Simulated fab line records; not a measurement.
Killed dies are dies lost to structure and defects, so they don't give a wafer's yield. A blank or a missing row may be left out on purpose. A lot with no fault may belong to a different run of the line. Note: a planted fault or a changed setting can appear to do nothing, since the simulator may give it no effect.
fab line records    flow n5-finfet
record: lots: 9  wafers: 27  last-day: 18
route steps=1938 shown BEOL_M4@1111 MIM_TOP@1838 MIM_TOP_LITHO@1847 MIM_BOT_ETCH@1866 PASSIVATION@1936
lots that met no fault: taken from a fault-free run of the same line
start-h: start of the lot's first displayed wafer, in hours after the record's first day    wait-h: hours elapsed since this lot's preceding step    " same as the row above    L1.1+2: several wafers, shown together as one row    - no value, or no start was given    * or withheld: withheld    < > ~ a bound
route shown NAME@n: a module of which the file shows steps, and the number in the route of the first    usual: mean/standard deviation taken from wafers without a fault    same: alike in all rows    chamber/n: place in a boat    sites: the reading at each site    _std_site: the standard deviation of these    _edge_site: inner sites' mean taken away from outer sites' mean    radius-mm: how far each site lies from the wafer's centre    mask NAME#n: copy n    behind: the tool/chamber that last shaped the wafer    hold: cause of the lot's hold/its duration in hours/its outcome    device: which transistor (n, p or np) failed to switch    end of line: the route-end tests of the same wafers    where a step has no rows: the recipe by itself    killed: dies that structure and defects cost at the first sort, which is not the same as the wafer's yield    map: shows each die of a wafer: x if killed, . if not, _ if none is there
set.NAME: setting as actually run; set.NAME@STEP: the setting as run at that earlier step    model.NAME: the simulator's own value behind a step, which no gauge read
the route's steps for a sample of lots (tables are steps, rows are wafers)
services: the hour from which a tool's chamber was out of use, counted from the record's first day as start-h (under 0 if before that day), plus the number of hours and why
== steps ==
step: N5_BEOL_M4_RC_MEAS_101
usual: DIBL_N: 36.3/1.6  DIBL_P: 36.5/1.6  IOFF_N: 0.163/0.026  IOFF_P: 0.22/0.033  ION_N: 676/9.9  ION_P: 464/6.5  SS_N: 71.5/0.5  SS_P: 73.3/0.64  VT_N: 249.3/2.9  VT_P: -250/3.2
lot.wafer  tool       chamber  start-h  wait-h  DIBL_N[mV/V]  DIBL_P[mV/V]  IOFF_N[nA/um]  IOFF_P[nA/um]  ION_N[uA/um]  ION_P[uA/um]  SS_N[mV/dec]  SS_P[mV/dec]  VT_N[mV]  VT_P[mV]
L665.3     prober-01  0        206.53   0.3     36.8          37.1          0.165          0.22           687           468           71.1          72.8          247.6     -248
L665.4     "          0        "        "       37.4          37.5          0.176          0.24           699           479           71.5          73.6          247.3     -248
L665.6     "          0        "        "       37.0          37.0          0.153          0.22           674           462           71.9          73.2          249.2     -251
L666.2     prober-02  0        208.37   0.2     36.9          37.9          0.179          0.22           673           463           71.6          74.8          245.1     -251
L666.3     "          0        "        "       37.0          38.1          0.182          0.22           688           466           71.7          73.9          246.4     -250
L666.4     "          0        "        "       35.6          36.5          0.160          0.20           697           464           70.8          74.3          248.8     -253
L667.1     prober-01  0        215.01   0.0     35.5          36.1          0.146          0.20           666           453           71.3          73.2          252.9     -253
L667.3     "          0        "        "       38.1          38.4          0.192          0.24           687           462           71.6          73.6          246.5     -249
L667.5     "          0        "        "       35.7          36.6          0.154          0.21           680           468           70.6          73.5          246.8     -251
L673.1     prober-01  0        260.83   0.0     37.5          35.6          0.161          0.20           663           456           71.9          73.3          252.3     -250
L673.4     "          0        "        "       34.1          32.7          0.115          0.16           668           463           70.8          72.8          254.0     -252
L673.5     "          0        "        "       36.3          35.0          0.142          0.19           655           449           71.8          72.9          250.3     -253
L674.3     prober-02  0        262.66   0.3     34.6          35.7          0.129          0.19           658           457           71.6          72.6          253.8     -253
L674.4     "          0        "        "       34.3          35.6          0.123          0.19           671           467           71.3          72.8          253.7     -250
L674.6     "          0        "        "       36.5          38.5          0.157          0.22           670           464           71.7          72.6          250.7     -250
L678.1     prober-01  0        287.24   0.0     41.2          40.7          0.249          0.29           683           464           72.4          75.1          244.6     -246
L678.4     "          0        "        "       38.5          38.3          0.185          0.24           671           459           72.3          73.9          248.4     -248
L678.6     "          0        "        "       39.1          39.0          0.202          0.26           689           474           71.2          73.4          243.9     -248
L681.1     prober-01  0        304.18   0.0     38.4          42.3          0.213          0.29           685           470           72.8          74.2          246.6     -245
L681.4     "          0        "        "       35.0          37.9          0.145          0.21           680           470           70.8          72.1          248.1     -250
L681.6     "          0        "        "       35.9          38.6          0.164          0.23           682           471           71.5          72.9          250.8     -249
L680.3     prober-01  0        307.48   0.3     33.9          34.1          0.123          0.21           676           477           71.4          72.4          255.8     -246
L680.4     "          0        "        "       34.3          34.0          0.123          0.20           665           459           71.0          73.1          254.4     -248
L680.6     "          0        "        "       34.3          33.9          0.128          0.21           663           467           71.2          72.2          256.5     -247
L682.2     prober-01  0        309.38   0.2     35.9          35.8          0.146          0.20           667           459           71.0          73.1          253.6     -251
L682.3     "          0        "        "       35.8          36.3          0.143          0.20           671           467           71.2          73.1          250.4     -253
L682.6     "          0        "        "       35.9          36.1          0.152          0.20           675           462           71.4          72.5          251.3     -254
step: N5_MIM_TOP_SPUTTER_03
recipe: material: TiN  target-thk-a: 350  temp-c: 200  power-w: 3000  chamber-pressure-pa: 0.49996  gas: Ar  reactive-partial-pa: 0.37997  time-s: 89.7
usual: cathode-dc-power-W: 3000.0/0.5  throttle-valve-pct: 30.1/1
lot.wafer  tool            chamber  start-h  wait-h  cathode-dc-power-W  throttle-valve-pct
L665.3     pvd-sputter-02  -        307.56   0.0     2999.8              28.3
L665.4     "               -        "        "       2999.9              30.7
L665.6     "               -        "        "       3000.5              30.2
L667.1     pvd-sputter-03  -        307.60   0.0     2999.9              30.6
L667.3     "               -        "        "       3000.4              30.1
L667.5     "               -        "        "       2999.5              31.2
L666.2     pvd-sputter-03  -        307.76   0.0     3000.4              28.5
L666.3     "               -        "        "       2999.4              30.0
L666.4     "               -        "        "       3000.0              30.6
L673.1     pvd-sputter-03  -        360.45   0.0     3000.8              31.4
L673.4     "               -        "        "       2999.7              30.3
L673.5     "               -        "        "       2999.7              29.8
L674.3     pvd-sputter-01  -        364.50   0.0     3000.0              32.1
L674.4     "               -        "        "       3000.2              29.4
L674.6     "               -        "        "       3000.0              29.6
L678.1     pvd-sputter-03  -        402.69   0.0     2999.9              30.4
L678.4     "               -        "        "       3000.5              28.4
L678.6     "               -        "        "       2999.7              30.1
L681.1     pvd-sputter-01  -        403.09   0.0     3000.0              31.9
L681.4     "               -        "        "       3000.4              30.0
L681.6     "               -        "        "       3000.6              29.4
L680.3     pvd-sputter-01  -        413.35   0.0     2999.9              29.7
L680.4     "               -        "        "       2999.8              29.6
L680.6     "               -        "        "       3000.0              29.2
L682.2     pvd-sputter-02  -        416.58   0.0     2999.1              29.6
L682.3     "               -        "        "       2999.4              30.6
L682.6     "               -        "        "       2999.4              29.4
step: N5_MIM_TOP_LITHO_CD_MEAS_08
recipe: target-cd-nm: 2000  landing-energy-ev: 500  detector: se-inlens
usual: cd-nm: 1999.8/1.3
lot.wafer  tool       chamber  start-h  wait-h  cd-nm
L665.3     cd-sem-01  0        308.08   -       2000.1
L665.4     "          0        "        "       2000.7
L665.6     "          0        "        "       1998.6
L667.1     cd-sem-03  0        308.23   -       2001.8
L667.3     "          0        "        "       2001.1
L667.5     "          0        "        "       2000.4
L666.2     cd-sem-03  0        308.40   -       2000.0
L666.3     "          0        "        "       1995.8
L666.4     "          0        "        "       1999.3
L673.1     cd-sem-01  0        360.84   -       1997.6
L673.5     "          0        "        "       1998.5
L674.3     cd-sem-03  0        364.89   -       2001.0
L674.4     "          0        "        "       2000.6
L674.6     "          0        "        "       2000.8
L678.1     cd-sem-03  0        403.20   -       1998.1
L681.1     cd-sem-01  0        403.65   -       2000.1
L681.4     "          0        "        "       2000.6
L681.6     "          0        "        "       2000.1
L680.3     cd-sem-01  0        413.74   -       2002.1
L680.4     "          0        "        "       2000.0
L680.6     "          0        "        "       2000.4
L682.2     cd-sem-02  0        417.10   -       1999.2
L682.3     "          0        "        "       1998.9
L682.6     "          0        "        "       2001.0
step: N5_MIM_BOT_ETCH_ETCH_04
recipe: chemistry: CF4/O2  target: SiNx  target-depth-a: 260  time-s: 13  ion-energy-ev: 100  pressure-mtorr: 40  source-w: 535  bias-w: 49  Ar_flow_sccm: 100  cf4-flow-sccm: 100  O2_flow_sccm: 10
usual: drypump-motor-current-A: 5.8/0.36  oes_o_777_au: 0.78/0.071  oes-product-au: 0.79/0.076  rf-vpp-V: 240.7/2.8  showerhead-plenum-p-Torr: 2.19/0.078  throttle-valve-pct: 16.02/0.29
lot.wafer  tool         chamber  start-h  wait-h  drypump-motor-current-A  oes_o_777_au  oes-product-au  rf-hours-counter-h  rf-vpp-V  showerhead-plenum-p-Torr  throttle-valve-pct
L665.3     rie-diel-03  2        309.32   0.0     5.5                      0.74          0.73            191                 239.8     2.28                      16.40
L665.4     "            1        "        "       6.4                      0.84          0.85            59                  239.8     2.15                      15.67
L665.6     "            3        "        "       5.9                      0.73          0.73            -                   236.4     2.11                      16.31
L667.1     rie-diel-03  0        309.46   0.0     5.1                      0.82          0.85            49                  243.0     2.15                      15.87
L667.3     "            1        "        "       6.3                      0.84          0.85            59                  238.4     2.15                      15.67
L667.5     "            0        "        "       5.0                      0.83          0.86            -                   244.7     2.15                      15.89
L666.2     rie-diel-01  3        309.46   0.0     5.7                      0.73          0.75            172                 238.6     2.12                      16.27
L666.3     "            1        "        "       6.0                      0.91          0.90            19                  241.3     2.16                      15.68
L666.4     "            3        "        "       5.7                      0.73          0.75            -                   239.6     2.12                      16.27
L673.1     rie-diel-04  3        361.76   0.0     5.7                      0.77          0.76            100                 244.8     2.32                      16.15
L673.5     "            0        "        "       5.5                      0.79          0.78            -                   236.8     2.13                      15.77
L674.3     rie-diel-03  3        366.28   0.0     5.9                      0.71          0.71            235                 236.4     2.10                      16.34
L674.4     "            2        "        "       5.5                      0.73          0.71            213                 240.0     2.27                      16.46
L674.6     "            0        "        "       5.1                      0.82          0.84            -                   244.7     2.15                      15.90
L678.1     rie-diel-04  3        404.09   0.0     5.7                      0.74          0.75            120                 246.2     2.31                      16.20
L681.1     rie-diel-01  0        406.10   0.0     6.1                      0.76          0.74            185                 241.4     2.10                      15.81
L681.4     "            2        "        "       6.2                      0.91          0.88            27                  241.1     2.16                      15.58
L681.6     "            2        "        "       6.2                      0.90          0.88            -                   239.1     2.16                      15.59
L680.3     rie-diel-03  0        414.79   0.0     5.1                      0.79          0.82            71                  244.3     2.14                      15.93
L680.4     "            2        "        "       5.5                      0.72          0.70            -                   240.4     2.26                      16.48
L680.6     "            0        "        "       5.1                      0.80          0.82            -                   244.7     2.14                      15.95
L682.2     rie-diel-04  2        418.04   0.0     5.6                      0.95          0.97            10                  241.6     2.25                      16.06
L682.3     "            0        "        "       5.5                      0.77          0.77            157                 236.9     2.12                      15.82
L682.6     "            0        "        "       5.4                      0.77          0.77            -                   236.6     2.12                      15.83
step: N5_MIM_BOT_ETCH_STRIP_01
recipe: chemistry: O2  power-w: 600  temp-c: 60  pressure-mtorr: 30  rf-frequency-hz: 6e+07  bias-power-w: 0  overash-fraction: 0.5  o2-flow-sccm: 225
usual: drypump-motor-current-A: 5.8/0.34  oes-product-au: 0.79/0.072  rf-vpp-V: 3.7/1.4  showerhead-plenum-p-Torr: 2.08/0.079  throttle-valve-pct: 16.71/0.28
lot.wafer  tool         chamber  start-h  wait-h  drypump-motor-current-A  oes-product-au  rf-hours-counter-h  rf-vpp-V  showerhead-plenum-p-Torr  throttle-valve-pct
L665.3     rie-diel-03  3        309.64   0.1     5.9                      0.71            213                 3.4       1.99                      16.93
L665.4     "            1        "        "       6.3                      0.84            59                  2.4       2.04                      16.28
L665.6     "            3        "        "       5.9                      0.70            -                   3.3       1.99                      16.92
L667.1     rie-diel-01  1        309.78   0.1     6.0                      0.89            19                  3.0       2.06                      16.44
L667.3     "            0        "        "       6.1                      0.78            149                 3.0       2.02                      16.47
L667.5     "            3        "        "       5.8                      0.72            -                   2.8       2.01                      16.93
L666.2     rie-diel-04  2        309.78   0.1     5.6                      0.70            221                 6.0       2.15                      17.09
L666.3     "            3        "        "       5.7                      0.79            80                  3.4       2.21                      16.72
L666.4     "            0        "        "       5.5                      0.79            113                 4.2       2.03                      16.42
L673.1     rie-diel-04  0        362.08   0.1     5.5                      0.79            132                 4.8       2.02                      16.45
L673.5     "            3        "        "       5.6                      0.76            -                   4.3       2.20                      16.82
L674.3     rie-diel-01  2        366.61   0.1     6.2                      0.92            18                  5.0       2.06                      16.28
L674.4     "            3        "        "       5.8                      0.72            192                 2.3       2.00                      17.00
L674.6     "            3        "        "       5.8                      0.71            -                   4.7       2.00                      17.00
L678.1     rie-diel-01  2        404.42   0.1     6.2                      0.88            26                  5.4       2.06                      16.35
L681.1     rie-diel-03  3        406.49   0.2     5.9                      0.69            248                 2.2       1.98                      17.01
L681.4     "            0        "        "       5.1                      0.83            67                  5.8       2.03                      16.57
L681.6     "            0        "        "       5.1                      0.83            -                   2.1       2.03                      16.53
L680.3     rie-diel-01  3        415.11   0.1     5.7                      0.70            209                 3.3       1.99                      17.02
L680.4     "            0        "        "       6.1                      0.73            188                 3.6       2.00                      16.54
L680.6     "            3        "        "       5.7                      0.70            -                   4.2       1.99                      16.99
L682.2     rie-diel-01  2        418.48   0.2     6.1                      0.88            31                  4.8       2.06                      16.36
L682.3     "            3        "        "       5.7                      0.71            210                 2.4       1.99                      17.06
L682.6     "            3        "        "       5.8                      0.70            -                   4.7       1.99                      17.01
step: N5_PASSIVATION_PROBE_49
usual: defect-limited-yield: 91.2/1.5  killed_at_M0_to_M3: 32/9.6  killed_at_M4_up: 13/5.3  killed-at-contacts: 13/6.7  killed-at-front-end: 42/11  killed-at-other: 3.8/2.9  killed-dies: 103/17  killed-on-rim: 14/4.4  killed-open: 67/13  killed-short: 35/7.9  sort_bin_5_function: 5.2/0.94  sort_bin_6_memory: 3.3/0.64  sort-n-pass: 1077/17  sort-yield-pct: 91.2/1.5
same: gross-dies: 1180  killed-at-back-side: 0  sort_bin_4_leakage[%]: 0  sort_bin_8_speed[%]: 0
lot.wafer  tool       chamber  start-h  wait-h  defect-limited-yield[%]  killed_at_M0_to_M3  killed_at_M4_up  killed-at-contacts  killed-at-front-end  killed-at-other  killed-dies  killed-on-rim  killed-open  killed-short  sort_bin_5_function[%]  sort_bin_6_memory[%]  sort-n-pass  sort-yield-pct[%]
L673.1     prober-02  -        371.17   0.0     90.8                     35                  8                23                  36                   6                108          19             56           50            5.3                     3.3                   1072         90.8
L673.4     prober-02  -        371.32   0.2     0                        33                  10               19                  43                   1075             1180         152            70           38            5.5                     3.3                   0            0
L673.5     prober-02  -        371.37   0.2     89.1                     45                  10               15                  58                   1                129          19             87           42            6.4                     4.2                   1051         89.1
L678.1     prober-02  -        412.27   0.0     92.1                     25                  7                28                  27                   6                93           14             58           35            4.7                     3.1                   1087         92.1
L678.4     prober-02  -        412.42   0.2     0                        24                  9                15                  32                   1100             1180         152            59           21            4.2                     2.4                   0            0
L678.6     prober-02  -        412.52   0.3     0                        33                  13               6                   40                   1088             1180         152            55           36            4.8                     2.8                   0            0
killed by level:class
L673.1 MOL_CONTACT_COAG:geometric-particle:open=16 FIN_SAQP:geometric-particle:short=12 BEOL_M0_SAQP:geometric-particle:short=12 BEOL_M0_SAQP:geometric-particle:open=9 FIN_SAQP:geometric-particle:open=8 MOL_CONTACT_COAG:geometric-particle:short=7 MIM_TOP_ETCH:geometric-particle:short=5 BEOL_M2:geometric-particle:open=4
L673.4 MIM_TOP:area-sputter=1072 MOL_CONTACT_COAG:geometric-particle:open=14 STI_FIN_REVEAL:geometric-particle:open=13 FIN_SAQP:geometric-particle:open=9 BEOL_M0_SAQP:geometric-particle:short=9 BEOL_M0_SAQP:geometric-particle:open=6 DUMMY_GATE:geometric-particle:open=5 GATE_CUT:geometric-particle:short=5
L673.5 FIN_SAQP:geometric-particle:short=15 FIN_SAQP:geometric-particle:open=13 BEOL_M2:geometric-particle:open=13 STI_FIN_REVEAL:geometric-particle:open=12 MOL_CONTACT_COAG:geometric-particle:open=10 BEOL_M0_SAQP:geometric-particle:short=7 BEOL_M0_SAQP:geometric-particle:open=7 BEOL_M1:geometric-particle:open=6
L678.1 MOL_CONTACT_COAG:geometric-particle:open=21 BEOL_M0_SAQP:geometric-particle:short=13 BEOL_M0_SAQP:geometric-particle:open=9 MOL_CONTACT_COAG:geometric-particle:short=7 STI_FIN_REVEAL:geometric-particle:open=6 STARTING-WAFER:geometric-particle:open=5 DUMMY_GATE:geometric-particle:open=3 DUMMY_GATE:geometric-particle:short=3
L678.4 MIM_TOP:area-sputter=1099 MOL_CONTACT_COAG:geometric-particle:open=12 STI_FIN_REVEAL:geometric-particle:open=7 DUMMY_GATE:geometric-particle:open=7 BEOL_M1:geometric-particle:open=7 BEOL_M0_SAQP:geometric-particle:open=5 BEOL_M0_SAQP:geometric-particle:short=5 STARTING-WAFER:geometric-particle:open=4
L678.6 MIM_TOP:area-sputter=1087 BEOL_M0_SAQP:geometric-particle:short=12 FIN_SAQP:geometric-particle:short=9 DUMMY_GATE:geometric-particle:open=8 BEOL_M0_SAQP:geometric-particle:open=8 BEOL_M4:geometric-particle:open=6 FIN_SAQP:geometric-particle:open=5 BEOL_M1:geometric-particle:open=5
== services ==
tool            chamber  start-h  hours  kind
rie-diel-01     2        290.57   -      clean
rie-diel-01     2        290.57   -      consumable-replace:focus-ring
rie-diel-01     2        290.57   21.6   scheduled-down
rie-diel-01     2        290.57   21.6   vent-cycle
rie-diel-04     1        344.77   30.9   repair
rie-diel-03     -        361.14   2.8    pm
rie-diel-04     2        376.09   -      clean
rie-diel-04     2        376.09   -      consumable-replace:focus-ring
rie-diel-04     2        376.09   16.8   scheduled-down
rie-diel-04     2        376.09   16.8   vent-cycle
rie-diel-04     1        384.65   6.6    repair
rie-diel-01     2        393.40   8.3    repair
rie-diel-03     -        395.93   0.4    repair
rie-diel-03     3        410.00   -      clean
rie-diel-03     3        410.00   -      consumable-replace:focus-ring
rie-diel-03     3        410.00   -      consumable-replace:showerhead
rie-diel-04     3        413.39   10.4   repair
rie-diel-01     2        416.43   1.4    repair
pvd-sputter-02  -        416.81   10.6   repair
== key ==
first-sign: step: N5_PASSIVATION_PROBE_49  reading: killed-at-other  direction: up  sigmas: 99+  usual: 3.8  struck: 1087.7
effect: step: N5_PASSIVATION_PROBE_49  reading: defect-limited-yield  direction: down  sigmas: 62  usual: 91.2  struck: 0
more-kills-born-at: N5_MIM_TOP_SPUTTER_03@pvd-sputter-03: 3258
met-at N5_MIM_TOP_SPUTTER_03
struck-lots L673,L678
struck-wafers L673.4,L678.4,L678.6
later-rows-left-out L673.4,L678.4,L678.6
not-acting-at N5_MIM_TOP_LITHO_CD_MEAS_08,N5_MIM_BOT_ETCH_ETCH_04,N5_MIM_BOT_ETCH_STRIP_01
onset-between 307.76 360.45
fault: kind: process-parameter-drift  tool: pvd-sputter-03  chamber: -  onset-h: 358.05  steps: N5_MIM_TOP_SPUTTER_03  channel: time-s  offset: *  shape: step  end-h: 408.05  scope: struck-wafers-only  acts-in: *  stated: *
later-rows-left-out: the simulator's readings of these wafers behind a module that went badly wrong aren't trusted and aren't shown, but for the sort
